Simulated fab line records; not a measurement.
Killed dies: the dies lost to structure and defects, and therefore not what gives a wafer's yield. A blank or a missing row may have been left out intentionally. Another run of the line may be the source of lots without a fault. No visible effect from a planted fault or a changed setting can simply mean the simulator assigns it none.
Split-lot experiment + flow n5-finfet + 7 lots, 39 wafers read, on a route of 1938 steps

## THE SPLIT ITSELF
At N5_BEOL_M15_ETCH_61 (etches BARC in N2/H2, target depth 89 nm, overetch 26.7 nm, time 67.9 s), the setting time-s was moved away from the recipe's 67.9 s on 12 of the 39 wafers read, by -52.4% to +57.0%. This setting was run at the recipe's value on the other wafers.

There is no step in the file separating the split from the reading.

## THE READING
BEOL_M15.cd-nm (the simulator's own value, which no gauge read), in nm, at N5_BEOL_M15_TRENCH_ETCH_34 (etches SiO2 in C4F8/O2/Ar, target depth 872.93 nm, time 199 s). The file gives no usual value for it. The 27 wafers here that ran the recipe average 400.4 nm, standard deviation 1.3 nm.

| wafer  | tool, chamber at the split | time-s as run, s | against the recipe | BEOL_M15.cd-nm, nm | against lot-mates on the recipe |
|--------|----------------------------|------------------|--------------------|--------------------|---------------------------------|
| L078.1 | rie-diel-05, 0             | 67.9             | recipe             | 399.2              | -                               |
| L078.2 | rie-diel-05, 3             | 67.9             | recipe             | 401.4              | -                               |
| L078.3 | rie-diel-05, 1             | 67.9             | recipe             | 399.8              | -                               |
| L078.4 | rie-diel-05, 2             | 67.9             | recipe             | 399.8              | -                               |
| L078.5 | rie-diel-05, 0             | 67.9             | recipe             | 399.8              | -                               |
| L078.6 | rie-diel-05, 1             | 67.9             | recipe             | 400.2              | -                               |
| L081.1 | rie-diel-02, 2             | 106.6            | +57.0%             | 408.6              | +7.0                            |
| L081.2 | rie-diel-02, 3             | 106.6            | +57.0%             | 410.4              | +8.8                            |
| L081.3 | rie-diel-02, 1             | 106.6            | +57.0%             | 410.4              | +8.8                            |
| L081.4 | rie-diel-02, 0             | 67.9             | recipe             | 401.8              | -                               |
| L081.5 | rie-diel-02, 3             | 67.9             | recipe             | 402.2              | -                               |
| L081.6 | rie-diel-02, 0             | 67.9             | recipe             | 400.8              | -                               |
| L088.1 | rie-diel-01, 1             | 67.9             | recipe             | 400                | -                               |
| L088.2 | rie-diel-01, 3             | 67.9             | recipe             | 401.4              | -                               |
| L088.3 | rie-diel-01, 2             | 67.9             | recipe             | 398                | -                               |
| L088.4 | rie-diel-01, 0             | 67.9             | recipe             | 400.8              | -                               |
| L088.5 | rie-diel-01, 1             | 67.9             | recipe             | 400                | -                               |
| L088.6 | rie-diel-01, 0             | 67.9             | recipe             | 402.2              | -                               |
| L089.1 | rie-diel-02, 0             | 67.9             | recipe             | 402.2              | -                               |
| L089.2 | rie-diel-02, 2             | 56.59            | -16.7%             | 397.4              | -3.8                            |
| L089.3 | rie-diel-02, 1             | 56.59            | -16.7%             | 400.8              | -0.4                            |
| L089.4 | rie-diel-02, 2             | 67.9             | recipe             | 399.6              | -                               |
| L089.5 | rie-diel-02, 0             | 56.59            | -16.7%             | 397.6              | -3.6                            |
| L089.6 | rie-diel-02, 1             | 67.9             | recipe             | 401.8              | -                               |
| L092.1 | rie-diel-05, 2             | 67.9             | recipe             | 399.4              | -                               |
| L092.2 | rie-diel-05, 3             | 51.72            | -23.8%             | 394.4              | -4.7                            |
| L092.3 | rie-diel-05, 1             | 51.72            | -23.8%             | 393                | -6.1                            |
| L092.4 | rie-diel-05, 1             | 51.72            | -23.8%             | 392                | -7.1                            |
| L092.5 | rie-diel-05, 2             | 67.9             | recipe             | 398.2              | -                               |
| L092.6 | rie-diel-05, 3             | 67.9             | recipe             | 399.8              | -                               |
| L093.1 | rie-diel-02, 3             | 67.9             | recipe             | 398.2              | -                               |
| L093.2 | rie-diel-02, 1             | 32.33            | -52.4%             | 393.2              | -6.3                            |
| L093.3 | rie-diel-02, 2             | 67.9             | recipe             | 399                | -                               |
| L093.4 | rie-diel-02, 0             | 32.33            | -52.4%             | 392                | -7.5                            |
| L093.5 | rie-diel-02, 0             | 32.33            | -52.4%             | 391.6              | -7.9                            |
| L093.6 | rie-diel-02, 1             | 67.9             | recipe             | 401.4              | -                               |
| L096.3 | rie-diel-01, 0             | 67.9             | recipe             | 401.8              | -                               |
| L096.4 | rie-diel-01, 1             | 67.9             | recipe             | 401.6              | -                               |
| L096.5 | rie-diel-01, 3             | 67.9             | recipe             | 401                | -                               |

FIT RESULTS
A straight line over all 39 wafers: BEOL_M15.cd-nm changes by +0.17 nm for each +1% of time-s; r = +0.93; the points scatter about the line by 1.6 nm.
The same after taking each lot's own level away (the mean of its wafers on the recipe; 39 wafers): +0.15 nm for each +1%; r = +0.94; scatter 1.2 nm.
That fit puts the effect of the largest move of time-s on the reading at 8.6 nm.
From 399.13 to 401.60 nm: that is the span of the lots' own levels, equal to 2.0 times the standard deviation above.
So the slope is not independent of the lot-to-lot level: the two fits are not the same.
Check: +8.75 nm against its lot-mates is what the line predicts for one of the wafers moved furthest among these (+57.0%) when that wafer is left out of the fit. It came out at +7 nm against them.

## FURTHER SPLITS ON THESE WAFERS
These wafers also went through other splits before the reading. Each is held against what the fit with the lots' levels taken away leaves over:
| other split on the same wafers           | wafers away from the commonest value | r with BEOL_M15.cd-nm (lot level and that fit taken away) |
|------------------------------------------|--------------------------------------|-----------------------------------------------------------|
| N5_BEOL_M9_TRENCH_ETCH_37 target-depth-a | 9                                    | -0.09                                                     |

## THE WHOLE CHAIN: every reading that the file lists as answering this split, in the file's order
| step                       | what it does                                                            | reading                                                                          | change (the file's fit)                                                             | r (the file's) |
|----------------------------|-------------------------------------------------------------------------|----------------------------------------------------------------------------------|-------------------------------------------------------------------------------------|----------------|
| N5_BEOL_M15_ETCH_61        | etches BARC in N2/H2, target depth 89 nm, overetch 26.7 nm, time 67.9 s | etch.depth-nm (the simulator's own value, which no gauge read)                   | not straight: 56.6 at the lowest setting, 89.12 at the recipe, 89.57 at the highest | not given      |
| N5_BEOL_M15_ETCH_61        | etches BARC in N2/H2, target depth 89 nm, overetch 26.7 nm, time 67.9 s | coat_of_BEOL_M15_COAT_22.thk-nm (the simulator's own value, which no gauge read) | -0.642 nm for each +1% of the setting                                               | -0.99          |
| N5_BEOL_M15_ETCH_61        | etches BARC in N2/H2, target depth 89 nm, overetch 26.7 nm, time 67.9 s | BEOL_M15.cd-nm (the simulator's own value, which no gauge read)                  | +0.159 nm for each +1% of the setting                                               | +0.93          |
| N5_BEOL_M15_TRENCH_ETCH_34 | etches SiO2 in C4F8/O2/Ar, target depth 872.93 nm, time 199 s           | coat_of_BEOL_M15_COAT_22.thk-nm (the simulator's own value, which no gauge read) | -0.579 nm for each +1% of the setting                                               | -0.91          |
| N5_BEOL_M15_TRENCH_ETCH_34 | etches SiO2 in C4F8/O2/Ar, target depth 872.93 nm, time 199 s           | BEOL_M15.cd-nm (the simulator's own value, which no gauge read)                  | +0.151 nm for each +1% of the setting                                               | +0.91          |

## FILE'S OWN FIT
BEOL_M15.cd-nm changes by +0.151 nm for each +1% of time-s, r = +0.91.
